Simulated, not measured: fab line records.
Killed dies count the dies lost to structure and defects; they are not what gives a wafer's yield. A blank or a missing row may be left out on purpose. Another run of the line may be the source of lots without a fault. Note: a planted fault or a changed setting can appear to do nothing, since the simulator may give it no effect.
Which tool is to blame? + flow n5Finfet + 24 lots with 72 wafers sampled at 6 steps, on a route of 1938 steps

== WHAT THE GAUGES READ, wafer by wafer ==
N5_GATE_CUT_THK_MEAS_24.
| lot  | measured     | on           | GC_FILL_THK (nm)  |
|------|--------------|--------------|-------------------|
| L074 | day 4 12:57  | filmMetro-02 | 219.9 218.9 221.5 |
| L075 | day 5 02:40  | filmMetro-02 | 219.3 219.9 221.1 |
| L076 | day 5 06:38  | filmMetro-02 | 217.6 220.8 222.4 |
| L077 | day 5 09:38  | filmMetro-02 | 217.6 219.8 220.3 |
| L078 | day 5 15:41  | filmMetro-01 | 220.1 219.5 222.3 |
| L079 | day 5 20:02  | filmMetro-01 | 216.7 217.5 219.6 |
| L080 | day 6 03:13  | filmMetro-01 | 217.2 221.3 218.1 |
| L081 | day 6 17:58  | filmMetro-01 | 221.5 222.6 222.0 |
| L082 | day 6 19:26  | filmMetro-02 | 218.3 217.5 221.4 |
| L083 | day 6 23:19  | filmMetro-01 | 216.0 219.4 219.8 |
| L084 | day 7 03:59  | filmMetro-01 | 219.7 221.9 220.9 |
| L085 | day 7 10:42  | filmMetro-02 | 217.0 219.1 221.1 |
| L086 | day 7 15:49  | filmMetro-02 | 220.8 220.9 223.2 |
| L087 | day 7 21:21  | filmMetro-02 | 218.1 219.2 222.1 |
| L088 | day 8 03:28  | filmMetro-02 | 217.8 218.9 223.8 |
| L089 | day 8 09:22  | filmMetro-01 | 223.9 222.8 221.8 |
| L090 | day 8 12:47  | filmMetro-02 | 220.0 220.2 222.0 |
| L091 | day 8 19:29  | filmMetro-02 | 217.2 217.8 219.7 |
| L092 | day 9 01:10  | filmMetro-02 | 220.1 217.8 219.3 |
| L093 | day 9 08:19  | filmMetro-01 | 222.7 221.0 223.8 |
| L094 | day 9 18:37  | filmMetro-02 | 220.6 218.5 223.9 |
| L095 | day 9 20:13  | filmMetro-02 | 218.1 221.6 221.1 |
| L096 | day 10 04:22 | filmMetro-02 | 218.3 218.3 220.6 |
| L097 | day 10 07:57 | filmMetro-01 | 219.4 221.4 220.3 |

== WHICH TOOL RAN EACH LOT (tool, then ch and the chambers of the sampled wafers, then the start) ==
| lot  | N5_GATE_CUT_ETCH_58              | N5_GATE_CUT_HM_OPEN_40            | N5_GATE_CUT_CUT_ETCH_54          | N5_GATE_CUT_ETCH_47              | N5_GATE_CUT_CMP_23            |
|------|----------------------------------|-----------------------------------|----------------------------------|----------------------------------|-------------------------------|
| L074 | rieDiel-02 ch 1,2, day 4 06:40   | rieDiel-02 ch 0,2, day 4 10:13    | rieMetal-02 ch 0,1, day 4 10:30  | rieMetal-02 ch 0,1, day 4 10:35  | cmp-01 ch 0,1,2, day 4 12:40  |
| L075 | rieDiel-06 ch 1,2,3, day 4 20:22 | rieDiel-02 ch 2,3, day 5 00:07    | rieMetal-03 ch 1, day 5 00:24    | rieMetal-03 ch 1, day 5 00:29    | cmp-02 ch 0,1,2, day 5 02:25  |
| L076 | rieDiel-05 ch 0,1,3, day 4 23:18 | rieDiel-05 ch 0,1,3, day 5 04:11  | rieMetal-01 ch 0,1, day 5 04:29  | rieMetal-01 ch 0,1, day 5 04:34  | cmp-02 ch 0,1,2, day 5 06:20  |
| L077 | rieDiel-05 ch 0,1,2, day 5 03:16 | rieDiel-02 ch 0,2,3, day 5 07:11  | rieMetal-01 ch 1, day 5 07:28    | rieMetal-01 ch 1, day 5 07:34    | cmp-01 ch 0,1,3, day 5 09:25  |
| L078 | rieDiel-05 ch 0,2,3, day 5 09:32 | rieDiel-05 ch 0,1,3, day 5 13:14  | rieMetal-01 ch 0,1, day 5 13:32  | rieMetal-01 ch 0,1, day 5 13:37  | cmp-01 ch 2,3, day 5 15:24    |
| L079 | rieDiel-05 ch 1,2,3, day 5 13:45 | rieDiel-06 ch 1,2,3, day 5 17:17  | rieMetal-02 ch 1, day 5 17:38    | rieMetal-02 ch 1, day 5 17:49    | cmp-04 ch 0,1,3, day 5 19:44  |
| L080 | rieDiel-06 ch 1,2,3, day 5 20:22 | rieDiel-06 ch 0,2,3, day 5 23:55  | rieMetal-03 ch 1, day 6 00:19    | rieMetal-03 ch 1, day 6 00:28    | cmp-02 ch 0,1, day 6 02:55    |
| L081 | rieDiel-05 ch 1,2,3, day 6 10:44 | rieDiel-05 ch 1,2,3, day 6 14:28  | rieMetal-02 ch 0,1, day 6 14:44  | rieMetal-02 ch 0,1, day 6 14:49  | cmp-04 ch 1,2,3, day 6 17:46  |
| L082 | rieDiel-06 ch 0,2,3, day 6 11:23 | rieDiel-05 ch 1,2,3, day 6 16:44  | rieMetal-01 ch 0,1, day 6 17:01  | rieMetal-01 ch 0,1, day 6 17:07  | cmp-02 ch 0,2,3, day 6 19:08  |
| L083 | rieDiel-05 ch 1,2, day 6 16:25   | rieDiel-06 ch 0,1, day 6 20:52    | rieMetal-01 ch 0,1, day 6 21:09  | rieMetal-01 ch 0,1, day 6 21:14  | cmp-04 ch 1,2, day 6 23:01    |
| L084 | rieDiel-06 ch 1,2, day 6 21:47   | rieDiel-05 ch 1,2,3, day 7 01:34  | rieMetal-01 ch 0,1, day 7 01:50  | rieMetal-01 ch 0,1, day 7 01:55  | cmp-04 ch 0,3, day 7 03:44    |
| L085 | rieDiel-05 ch 0,1,2, day 7 03:58 | rieDiel-06 ch 1,2,3, day 7 07:38  | rieMetal-03 ch 1, day 7 07:59    | rieMetal-03 ch 1, day 7 08:10    | cmp-02 ch 0,1,3, day 7 10:29  |
| L086 | rieDiel-06 ch 1,2,3, day 7 08:38 | rieDiel-06 ch 1,2,3, day 7 13:20  | rieMetal-02 ch 0,1, day 7 13:38  | rieMetal-02 ch 0,1, day 7 13:44  | cmp-01 ch 0,1,2, day 7 15:31  |
| L087 | rieDiel-05 ch 0,1,3, day 7 14:29 | rieDiel-02 ch 0,1,2, day 7 18:53  | rieMetal-02 ch 0,1, day 7 19:11  | rieMetal-02 ch 0,1, day 7 19:16  | cmp-04 ch 0,2,3, day 7 21:04  |
| L088 | rieDiel-05 ch 0,1,2, day 7 20:10 | rieDiel-05 ch 0,3, day 8 00:10    | rieMetal-02 ch 0,1, day 8 00:27  | rieMetal-02 ch 0,1, day 8 00:32  | cmp-01 ch 1,2,3, day 8 03:14  |
| L089 | rieDiel-06 ch 1,2, day 8 03:08   | rieDiel-06 ch 1,3, day 8 06:48    | rieMetal-01 ch 0, day 8 07:05    | rieMetal-01 ch 0, day 8 07:11    | cmp-02 ch 0,2,3, day 8 09:07  |
| L090 | rieDiel-05 ch 1,2,3, day 8 06:22 | rieDiel-02 ch 0,1,2, day 8 10:20  | rieMetal-01 ch 0,1, day 8 10:37  | rieMetal-01 ch 0,1, day 8 10:43  | cmp-01 ch 1,2,3, day 8 12:29  |
| L091 | rieDiel-06 ch 1,2, day 8 12:55   | rieDiel-05 ch 1,3, day 8 16:35    | rieMetal-03 ch 0, day 8 16:57    | rieMetal-03 ch 0, day 8 17:07    | cmp-02 ch 0,2,3, day 8 19:16  |
| L092 | rieDiel-06 ch 0,2,3, day 8 18:17 | rieDiel-06 ch 0,1,2, day 8 22:43  | rieMetal-02 ch 0,1, day 8 23:00  | rieMetal-02 ch 0,1, day 8 23:05  | cmp-02 ch 0,2,3, day 9 00:52  |
| L093 | rieDiel-02 ch 0,1,2, day 9 01:01 | rieDiel-02 ch 0,1,3, day 9 05:14  | rieMetal-03 ch 0,1, day 9 05:32  | rieMetal-03 ch 0,1, day 9 05:37  | cmp-04 ch 0,1,2, day 9 08:01  |
| L094 | rieDiel-05 ch 0,1,3, day 9 12:10 | rieDiel-06 ch 0,1,2, day 9 16:10  | rieMetal-01 ch 0,1, day 9 16:26  | rieMetal-01 ch 0,1, day 9 16:32  | cmp-02 ch 1,2,3, day 9 18:19  |
| L095 | rieDiel-05 ch 0,3, day 9 13:32   | rieDiel-06 ch 1,2, day 9 17:23    | rieMetal-03 ch 0,1, day 9 17:42  | rieMetal-03 ch 0,1, day 9 17:47  | cmp-04 ch 1,2, day 9 19:55    |
| L096 | rieDiel-06 ch 0,1,2, day 9 21:45 | rieDiel-05 ch 0,1,2, day 10 01:38 | rieMetal-03 ch 1, day 10 01:55   | rieMetal-03 ch 1, day 10 02:01   | cmp-02 ch 1,2, day 10 04:05   |
| L097 | rieDiel-02 ch 0,3, day 10 01:38  | rieDiel-02 ch 1,2, day 10 05:29   | rieMetal-01 ch 0,1, day 10 05:47 | rieMetal-01 ch 0,1, day 10 05:52 | cmp-02 ch 0,2,3, day 10 07:41 |
- N5_GATE_CUT_ETCH_58: etches SiNx in CH3F/O2, target depth 17 nm, time 128.6 s.
- N5_GATE_CUT_HM_OPEN_40: chemistry C4F6/O2, target SiO2, target depth 139 nm, time 85.1 s.
- N5_GATE_CUT_CUT_ETCH_54: etches TiN in Cl2/BCl3, target depth 96.7 nm.
- N5_GATE_CUT_ETCH_47: etches SiO2 in Cl2/BCl3, target depth 10 nm.
- N5_GATE_CUT_CMP_23: polishes, stops on SiO2, t overpolish 23.4 s, target thk 16 nm.

== AS READ BY THE TOOLS THEMSELVES (means over the sampled wafers that have a number; for cases with no such wafer, the mark the record gives instead) ==
N5_GATE_CUT_ETCH_58.
| lot  | tool       | drypumpMotorCurrentA (A) | oesProductAu (a.u.) | rfVppV (V) | showerheadPlenumPTorr (Torr) | throttleValvePct (%) |
|------|------------|--------------------------|---------------------|------------|------------------------------|----------------------|
| L074 | rieDiel-02 | 5.8                      | 0.73                | 99.2       | 2.02                         | 16.35                |
| L075 | rieDiel-06 | 6.0                      | 0.74                | 98.7       | 1.97                         | 16.34                |
| L076 | rieDiel-05 | 5.6                      | 0.74                | 99.1       | 1.99                         | 16.42                |
| L077 | rieDiel-05 | 6.1                      | 0.72                | 97.9       | 1.98                         | 16.38                |
| L078 | rieDiel-05 | 6.0                      | 0.73                | 99.4       | 2.01                         | 16.33                |
| L079 | rieDiel-05 | 5.9                      | 0.72                | 99.2       | 1.97                         | 16.44                |
| L080 | rieDiel-06 | 6.0                      | 0.74                | 98.1       | 1.97                         | 16.35                |
| L081 | rieDiel-05 | 5.9                      | 0.72                | 99.4       | 1.97                         | 16.46                |
| L082 | rieDiel-06 | 6.2                      | 0.79                | 98.8       | 2.02                         | 16.35                |
| L083 | rieDiel-05 | 6.0                      | 0.71                | 99.6       | 1.94                         | 16.51                |
| L084 | rieDiel-06 | 6.1                      | 0.75                | 99.3       | 1.92                         | 16.20                |
| L085 | rieDiel-05 | 6.1                      | 0.80                | 99.1       | 1.98                         | 16.25                |
| L086 | rieDiel-06 | 6.0                      | 0.74                | 98.9       | 1.97                         | 16.36                |
| L087 | rieDiel-05 | 5.6                      | 0.80                | 97.9       | 1.99                         | 16.28                |
| L088 | rieDiel-05 | 6.1                      | 0.79                | 98.6       | 1.98                         | 16.24                |
| L089 | rieDiel-06 | 6.1                      | 0.74                | 98.2       | 1.92                         | 16.22                |
| L090 | rieDiel-05 | 5.9                      | 0.72                | 99.5       | 1.97                         | 16.48                |
| L091 | rieDiel-06 | 6.4                      | 0.72                | 99.2       | 1.91                         | 16.40                |
| L092 | rieDiel-06 | 6.2                      | 0.78                | 99.2       | 2.01                         | 16.39                |
| L093 | rieDiel-02 | 6.0                      | 0.72                | 99.8       | 2.02                         | 16.46                |
| L094 | rieDiel-05 | 5.6                      | 0.78                | 98.0       | 1.98                         | 16.31                |
| L095 | rieDiel-05 | 5.4                      | 0.79                | 99.7       | 2.01                         | 16.24                |
| L096 | rieDiel-06 | 6.3                      | 0.79                | 98.9       | 1.95                         | 16.24                |
| L097 | rieDiel-02 | 6.5                      | 0.75                | 98.4       | 1.94                         | 16.48                |

N5_GATE_CUT_HM_OPEN_40.
| lot  | tool       | drypumpMotorCurrentA (A) | etchRfOnTimeS (s) | oesProductAu (a.u.) | rfVppV (V) | showerheadPlenumPTorr (Torr) | throttleValvePct (%) |
|------|------------|--------------------------|-------------------|---------------------|------------|------------------------------|----------------------|
| L074 | rieDiel-02 | 6.1                      | 91.8              | 0.67                | 664        | 2.84                         | 21.06                |
| L075 | rieDiel-02 | 6.1                      | 93.8              | 0.68                | 655        | 2.80                         | 20.99                |
| L076 | rieDiel-05 | 5.6                      | 95.5              | 0.65                | 668        | 2.84                         | 21.04                |
| L077 | rieDiel-02 | 6.3                      | 94.1              | 0.69                | 664        | 2.81                         | 21.06                |
| L078 | rieDiel-05 | 5.6                      | 96.5              | 0.66                | 667        | 2.83                         | 21.04                |
| L079 | rieDiel-06 | 6.0                      | 93.5              | 0.67                | 679        | 2.81                         | 20.95                |
| L080 | rieDiel-06 | 6.3                      | 91.5              | 0.73                | 678        | 2.87                         | 21.00                |
| L081 | rieDiel-05 | 5.9                      | 96.3              | 0.66                | 660        | 2.81                         | 21.05                |
| L082 | rieDiel-05 | 5.9                      | 94.9              | 0.65                | 660        | 2.81                         | 21.07                |
| L083 | rieDiel-06 | 6.2                      | 93.0              | 0.78                | 674        | 2.86                         | 20.67                |
| L084 | rieDiel-05 | 5.9                      | 94.5              | 0.65                | 659        | 2.80                         | 21.08                |
| L085 | rieDiel-06 | 6.0                      | 93.0              | 0.67                | 679        | 2.80                         | 20.96                |
| L086 | rieDiel-06 | 6.0                      | 94.7              | 0.67                | 680        | 2.80                         | 20.96                |
| L087 | rieDiel-02 | 6.0                      | 94.5              | 0.65                | 669        | 2.87                         | 21.04                |
| L088 | rieDiel-05 | 5.5                      | 94.7              | 0.72                | 663        | 2.87                         | 20.85                |
| L089 | rieDiel-06 | 5.7                      | 96.1              | 0.67                | 682        | 2.81                         | 20.76                |
| L090 | rieDiel-02 | 6.0                      | 95.4              | 0.64                | 669        | 2.87                         | 21.06                |
| L091 | rieDiel-05 | 5.5                      | 95.3              | 0.64                | 667        | 2.77                         | 21.21                |
| L092 | rieDiel-06 | 6.3                      | 94.0              | 0.71                | 675        | 2.79                         | 20.84                |
| L093 | rieDiel-02 | 6.2                      | 97.5              | 0.66                | 669        | 2.84                         | 21.05                |
| L094 | rieDiel-06 | 6.3                      | 94.6              | 0.71                | 674        | 2.79                         | 20.86                |
| L095 | rieDiel-06 | 6.4                      | 94.5              | 0.65                | 674        | 2.72                         | 21.01                |
| L096 | rieDiel-05 | 6.1                      | 95.2              | 0.69                | 664        | 2.81                         | 20.87                |
| L097 | rieDiel-02 | 5.8                      | 97.1              | 0.62                | 664        | 2.90                         | 20.98                |

N5_GATE_CUT_CUT_ETCH_54.
| lot  | tool        | drypumpMotorCurrentA (A) | etchRfOnTimeS (s) | oesProductAu (a.u.) | throttleValvePct (%) |
|------|-------------|--------------------------|-------------------|---------------------|----------------------|
| L074 | rieMetal-02 | 5.8                      | 36.8              | 0.56                | 22.3                 |
| L075 | rieMetal-03 | 5.3                      | 35.6              | 0.54                | 22.6                 |
| L076 | rieMetal-01 | 5.5                      | 36.8              | 0.75                | 22.5                 |
| L077 | rieMetal-01 | 5.4                      | 36.5              | 0.82                | 22.3                 |
| L078 | rieMetal-01 | 5.7                      | 37.3              | 0.69                | 22.6                 |
| L079 | rieMetal-02 | 6.7                      | 35.9              | 0.64                | 22.6                 |
| L080 | rieMetal-03 | 5.3                      | 35.8              | 0.54                | 22.6                 |
| L081 | rieMetal-02 | 5.8                      | 36.4              | 0.83                | 22.1                 |
| L082 | rieMetal-01 | 5.7                      | 37.5              | 0.68                | 22.7                 |
| L083 | rieMetal-01 | 5.7                      | 37.3              | 0.68                | 22.7                 |
| L084 | rieMetal-01 | 5.6                      | 37.2              | 0.74                | 22.5                 |
| L085 | rieMetal-03 | 5.3                      | 35.6              | 0.54                | 22.6                 |
| L086 | rieMetal-02 | 6.2                      | 36.0              | 0.72                | 22.4                 |
| L087 | rieMetal-02 | 5.8                      | 36.3              | 0.80                | 22.1                 |
| L088 | rieMetal-02 | 6.2                      | 36.2              | 0.71                | 22.4                 |
| L089 | rieMetal-01 | 5.8                      | 38.2              | 0.61                | 22.8                 |
| L090 | rieMetal-01 | 5.5                      | 37.3              | 0.72                | 22.5                 |
| L091 | rieMetal-03 | 6.8                      | 36.5              | 0.82                | 21.7                 |
| L092 | rieMetal-02 | 6.2                      | 36.7              | 0.70                | 22.4                 |
| L093 | rieMetal-03 | 6.2                      | 36.1              | 0.85                | 21.9                 |
| L094 | rieMetal-01 | 5.6                      | 37.4              | 0.72                | 22.6                 |
| L095 | rieMetal-03 | 5.8                      | 36.2              | 0.86                | 22.1                 |
| L096 | rieMetal-03 | 5.3                      | 35.9              | 0.89                | 22.4                 |
| L097 | rieMetal-01 | 5.7                      | 37.4              | 0.67                | 22.7                 |

N5_GATE_CUT_ETCH_47.
| lot  | tool        | drypumpMotorCurrentA (A) | oesProductAu (a.u.) | throttleValvePct (%) |
|------|-------------|--------------------------|---------------------|----------------------|
| L074 | rieMetal-02 | 5.8                      | 0.63                | 22.8                 |
| L075 | rieMetal-03 | 5.3                      | 0.60                | 23.2                 |
| L076 | rieMetal-01 | 5.6                      | 0.83                | 23.1                 |
| L077 | rieMetal-01 | 5.4                      | 0.91                | 22.9                 |
| L078 | rieMetal-01 | 5.7                      | 0.76                | 23.2                 |
| L079 | rieMetal-02 | 6.7                      | 0.70                | 23.1                 |
| L080 | rieMetal-03 | 5.3                      | 0.59                | 23.2                 |
| L081 | rieMetal-02 | 5.7                      | 0.91                | 22.6                 |
| L082 | rieMetal-01 | 5.7                      | 0.76                | 23.2                 |
| L083 | rieMetal-01 | 5.7                      | 0.76                | 23.2                 |
| L084 | rieMetal-01 | 5.6                      | 0.82                | 23.1                 |
| L085 | rieMetal-03 | 5.3                      | 0.59                | 23.2                 |
| L086 | rieMetal-02 | 6.2                      | 0.79                | 22.9                 |
| L087 | rieMetal-02 | 5.8                      | 0.89                | 22.6                 |
| L088 | rieMetal-02 | 6.2                      | 0.79                | 22.9                 |
| L089 | rieMetal-01 | 5.9                      | 0.68                | 23.4                 |
| L090 | rieMetal-01 | 5.6                      | 0.81                | 23.1                 |
| L091 | rieMetal-03 | 6.8                      | 0.91                | 22.2                 |
| L092 | rieMetal-02 | 6.2                      | 0.77                | 22.9                 |
| L093 | rieMetal-03 | 6.3                      | 0.93                | 22.5                 |
| L094 | rieMetal-01 | 5.5                      | 0.80                | 23.1                 |
| L095 | rieMetal-03 | 5.8                      | 0.95                | 22.7                 |
| L096 | rieMetal-03 | 5.3                      | 0.97                | 23.0                 |
| L097 | rieMetal-01 | 5.7                      | 0.74                | 23.2                 |

N5_GATE_CUT_CMP_23.
| lot  | tool   | motorCurrentA (A) | overpolishRunS (s) | timeToEndpointS (s) |
|------|--------|-------------------|--------------------|---------------------|
| L074 | cmp-01 | 9.1               | 23.398             | 20.5                |
| L075 | cmp-02 | 7.7               | 23.397             | 16.6                |
| L076 | cmp-02 | 7.8               | 23.396             | 19.6                |
| L077 | cmp-01 | 8.8               | 23.401             | 18.8                |
| L078 | cmp-01 | 8.6               | 23.404             | 17.7                |
| L079 | cmp-04 | 7.6               | 23.391             | 20.2                |
| L080 | cmp-02 | 8.3               | 23.391             | 17.9                |
| L081 | cmp-04 | 8.7               | 23.396             | 21.6                |
| L082 | cmp-02 | 8.6               | 23.408             | 19.4                |
| L083 | cmp-04 | 8.8               | 23.405             | 21.9                |
| L084 | cmp-04 | 7.7               | 23.396             | 19.9                |
| L085 | cmp-02 | 8.8               | 23.397             | 19.5                |
| L086 | cmp-01 | 9.3               | 23.404             | 23.2                |
| L087 | cmp-04 | 8.6               | 23.400             | 21.8                |
| L088 | cmp-01 | 8.6               | 23.398             | 24.4                |
| L089 | cmp-02 | 8.5               | 23.401             | 19.1                |
| L090 | cmp-01 | 8.6               | 23.412             | 23.8                |
| L091 | cmp-02 | 8.5               | 23.399             | 18.0                |
| L092 | cmp-02 | 8.2               | 23.398             | 16.3                |
| L093 | cmp-04 | 9.1               | 23.408             | 17.6                |
| L094 | cmp-02 | 8.3               | 23.406             | 16.4                |
| L095 | cmp-04 | 9.7               | 23.403             | 19.7                |
| L096 | cmp-02 | 7.0               | 23.397             | 19.9                |
| L097 | cmp-02 | 8.4               | 23.397             | 18.4                |

== THE ANSWER, worked out from the rows above alone ==
Rule: the lots themselves supply what counts as usual. Put in order of their means at a reading, lots are off if they are a third of the lots or fewer, leave a main group of 4 or more, and stand apart from it by a gap of 3 or more times the standard deviation of the main group's means; of several such gaps the widest counts. A main group whose means are all the same, to the digits that the tables above print for the reading, isn't used. Also off: a lot with no number at a reading for which 4 or more lots have one. Any other lot the step has rows for is counted as sound. Order of review: gauges by route order, followed by the tools' own readings, for which a lot's mean as printed above is used. The first step at which some lot is off is used, and at that step the reading that is off furthest; a lot without a number counts as furthest.
None of the lots is off at any reading shown; this tells nothing.

== WHAT THE SIMULATOR HAD PUT IN ==
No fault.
